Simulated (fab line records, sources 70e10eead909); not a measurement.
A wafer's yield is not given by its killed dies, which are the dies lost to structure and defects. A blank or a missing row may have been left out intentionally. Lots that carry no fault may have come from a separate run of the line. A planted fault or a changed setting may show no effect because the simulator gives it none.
The tool behind it: which one? | flow nand_harc | 13 lots, 39 wafers sampled, at 5 steps of a route of 1302

## WHAT THE GAUGES SHOWED, per wafer
NHARC_END_SORT_01.
lot  | measured     | on        | killed_at_array | killed_at_other | killed_at_periphery | killed_dies | killed_open | killed_short
L407 | day 30 07:57 | prober-01 | 46 53 59        | 2 1 2           | 7 7 2               | 55 61 63    | 4 3 3       | 1 1 4
L413 | day 33 09:56 | prober-01 | 666 660 666     | 2 3 4           | 9 14 7              | 677 677 677 | 4 4 1       | 1 3 2
L414 | day 33 04:23 | prober-02 | 674 673 672     | 0 2 2           | 3 2 3               | 677 677 677 | 3 4 1       | 1 0 2
L415 | day 33 18:29 | prober-01 | 672 671 674     | 0 0 0           | 5 6 3               | 677 677 677 | 2 1 5       | 4 3 4

## TOOL THAT RAN EACH LOT (tool first, then ch and the chambers of the sampled wafers, then the start)
lot  | NHARC_A_CONTACT_ETCH_117             | NHARC_A_CONTACT_ETCH_120             | NHARC_A_CONTACT_ETCH_122             | NHARC_A_CONTACT_ETCH_123
L396 | har_cap_etch-03 ch 0,1, day 22 03:25 | har_cap_etch-03 ch 0,1, day 22 04:07 | har_cap_etch-03 ch 0,1, day 22 04:34 | har_cap_etch-03 ch 0,1, day 22 04:44
L394 | har_cap_etch-02 ch 0, day 22 05:14   | har_cap_etch-02 ch 0, day 22 05:52   | har_cap_etch-02 ch 0, day 22 06:20   | har_cap_etch-02 ch 0, day 22 06:38
L397 | har_cap_etch-02 ch 0,1, day 23 03:37 | har_cap_etch-02 ch 0,1, day 23 04:08 | har_cap_etch-02 ch 0,1, day 23 04:28 | har_cap_etch-02 ch 0,1, day 23 04:38
L398 | har_cap_etch-03 ch 0,1, day 23 04:23 | har_cap_etch-03 ch 0,1, day 23 04:54 | har_cap_etch-03 ch 0,1, day 23 05:14 | har_cap_etch-03 ch 0,1, day 23 05:32
L400 | har_cap_etch-01 ch 0,1, day 24 00:22 | har_cap_etch-01 ch 0,1, day 24 00:52 | har_cap_etch-01 ch 0,1, day 24 01:13 | har_cap_etch-01 ch 0,1, day 24 01:27
L401 | har_cap_etch-03 ch 0,1, day 24 01:44 | har_cap_etch-03 ch 0,1, day 24 02:15 | har_cap_etch-03 ch 0,1, day 24 02:35 | har_cap_etch-03 ch 0,1, day 24 02:46
L403 | har_cap_etch-01 ch 0,1, day 25 14:59 | har_cap_etch-01 ch 0,1, day 25 15:29 | har_cap_etch-01 ch 0,1, day 25 15:50 | har_cap_etch-01 ch 0,1, day 25 16:04
L405 | har_cap_etch-01 ch 0,1, day 26 14:29 | har_cap_etch-01 ch 0,1, day 26 15:00 | har_cap_etch-01 ch 0,1, day 26 15:20 | har_cap_etch-01 ch 0,1, day 26 15:31
L407 | har_cap_etch-03 ch 0,1, day 27 10:10 | har_cap_etch-03 ch 0,1, day 27 10:51 | har_cap_etch-03 ch 0,1, day 27 11:18 | har_cap_etch-03 ch 0,1, day 27 11:37
L408 | har_cap_etch-03 ch 0,1, day 28 03:07 | har_cap_etch-03 ch 0,1, day 28 03:47 | har_cap_etch-03 ch 0,1, day 28 04:14 | har_cap_etch-03 ch 0,1, day 28 04:28
L413 | har_cap_etch-01 ch 1, day 29 21:22   | har_cap_etch-01 ch 1, day 29 21:52   | har_cap_etch-01 ch 1, day 29 22:13   | har_cap_etch-01 ch 1, day 29 22:26
L414 | har_cap_etch-02 ch 0,1, day 29 22:50 | har_cap_etch-02 ch 0,1, day 29 23:20 | har_cap_etch-02 ch 0,1, day 29 23:41 | har_cap_etch-02 ch 0,1, day 29 23:51
L415 | har_cap_etch-03 ch 0,1, day 30 08:36 | har_cap_etch-03 ch 0,1, day 30 09:07 | har_cap_etch-03 ch 0,1, day 30 09:28 | har_cap_etch-03 ch 0,1, day 30 09:44
- NHARC_A_CONTACT_ETCH_117: etches the open film in C4F8/O2/Ar, time 190 s, target depth 1850 nm.
- NHARC_A_CONTACT_ETCH_120: etches the open film in C4F8/O2/Ar, time 190 s, target depth 1850 nm.
- NHARC_A_CONTACT_ETCH_122: etches the open film in C4F8/O2/Ar, time 190 s, target depth 1850 nm.
- NHARC_A_CONTACT_ETCH_123: etches the open film in C4F8/O2/Ar, time 490 s, target depth 2110 nm.

## AS READ BY THE TOOLS THEMSELVES (means over the sampled wafers that have a number; for cases with no such wafer, the mark the record gives instead)
NHARC_A_CONTACT_ETCH_117.
lot  | tool            | chamber_pressure_mTorr (mTorr) | oes_air_line_au (a.u.)
L396 | har_cap_etch-03 | 20.003                         | 0.998
L394 | har_cap_etch-02 | 19.986                         | 0.983
L397 | har_cap_etch-02 | 20.002                         | 0.982
L398 | har_cap_etch-03 | 19.991                         | 1.019
L400 | har_cap_etch-01 | 20.012                         | 0.994
L401 | har_cap_etch-03 | 19.991                         | 1.006
L403 | har_cap_etch-01 | 20.008                         | 1.005
L405 | har_cap_etch-01 | 20.003                         | 1.012
L407 | har_cap_etch-03 | 19.991                         | 0.996
L408 | har_cap_etch-03 | 19.997                         | 0.989
L413 | har_cap_etch-01 | 20.002                         | 1.021
L414 | har_cap_etch-02 | 19.994                         | 1.014
L415 | har_cap_etch-03 | 20.003                         | 0.981

NHARC_A_CONTACT_ETCH_120.
lot  | tool            | chamber_pressure_mTorr (mTorr) | oes_air_line_au (a.u.)
L396 | har_cap_etch-03 | 19.995                         | 1.022
L394 | har_cap_etch-02 | 20.022                         | 0.985
L397 | har_cap_etch-02 | 19.999                         | 1.014
L398 | har_cap_etch-03 | 19.970                         | 0.999
L400 | har_cap_etch-01 | 20.008                         | 1.004
L401 | har_cap_etch-03 | 19.996                         | 0.982
L403 | har_cap_etch-01 | 19.992                         | 0.972
L405 | har_cap_etch-01 | 20.008                         | 1.026
L407 | har_cap_etch-03 | 20.020                         | 1.005
L408 | har_cap_etch-03 | 19.979                         | 0.992
L413 | har_cap_etch-01 | 19.990                         | 1.000
L414 | har_cap_etch-02 | 19.995                         | 1.004
L415 | har_cap_etch-03 | 20.016                         | 0.994

NHARC_A_CONTACT_ETCH_122.
lot  | tool            | chamber_pressure_mTorr (mTorr) | oes_air_line_au (a.u.)
L396 | har_cap_etch-03 | 19.998                         | 0.980
L394 | har_cap_etch-02 | 20.008                         | 0.987
L397 | har_cap_etch-02 | 19.980                         | 0.991
L398 | har_cap_etch-03 | 19.998                         | 1.010
L400 | har_cap_etch-01 | 20.011                         | 0.989
L401 | har_cap_etch-03 | 19.992                         | 1.039
L403 | har_cap_etch-01 | 20.004                         | 0.978
L405 | har_cap_etch-01 | 19.992                         | 0.969
L407 | har_cap_etch-03 | 20.002                         | 1.007
L408 | har_cap_etch-03 | 19.993                         | 1.042
L413 | har_cap_etch-01 | -                              | -
L414 | har_cap_etch-02 | -                              | -
L415 | har_cap_etch-03 | -                              | -

NHARC_A_CONTACT_ETCH_123.
lot  | tool            | chamber_pressure_mTorr (mTorr) | oes_air_line_au (a.u.)
L396 | har_cap_etch-03 | 19.990                         | 0.993
L394 | har_cap_etch-02 | 20.013                         | 1.010
L397 | har_cap_etch-02 | 19.991                         | 0.993
L398 | har_cap_etch-03 | 19.997                         | 0.989
L400 | har_cap_etch-01 | 20.006                         | 1.018
L401 | har_cap_etch-03 | 19.989                         | 1.010
L403 | har_cap_etch-01 | 19.996                         | 0.995
L405 | har_cap_etch-01 | 20.004                         | 1.026
L407 | har_cap_etch-03 | 19.983                         | 1.006
L408 | har_cap_etch-03 | 20.004                         | 1.001
L413 | har_cap_etch-01 | 20.004                         | 0.968
L414 | har_cap_etch-02 | 20.007                         | 0.992
L415 | har_cap_etch-03 | 20.003                         | 0.999

## THE ANSWER, worked out from the rows above alone
Rule: the lots themselves supply what counts as usual. Put in order of their means at a reading, lots are off if they are a third of the lots or fewer, leave a main group of 4 or more, and stand apart from it by a gap of 3 or more times the standard deviation of the main group's means; of several such gaps the widest counts. A main group is skipped when, at the precision printed for the reading in the tables above, its means are all equal. Also off: a lot with no number at a reading for which 4 or more lots have one. Any other lot the step has rows for is counted as sound. After the gauges, taken in route order, come the tools' own readings; for these a lot's mean is taken, as printed above. At the first step where some lot is off, the reading lying furthest off is the one used; lots without a number count as furthest.
Off at NHARC_A_CONTACT_ETCH_122 (chamber_pressure_mTorr): L413, L414, L415. Without a number there: L413, L414, L415. Main group: mean 19.998 mTorr, sd 0.0086.
A tool fits if, at that step or a process step before it, it ran every lot that is off, and no sound lot after the first of them. Of those tried, none fits.

## WHAT WAS PUT IN BY THE SIMULATOR
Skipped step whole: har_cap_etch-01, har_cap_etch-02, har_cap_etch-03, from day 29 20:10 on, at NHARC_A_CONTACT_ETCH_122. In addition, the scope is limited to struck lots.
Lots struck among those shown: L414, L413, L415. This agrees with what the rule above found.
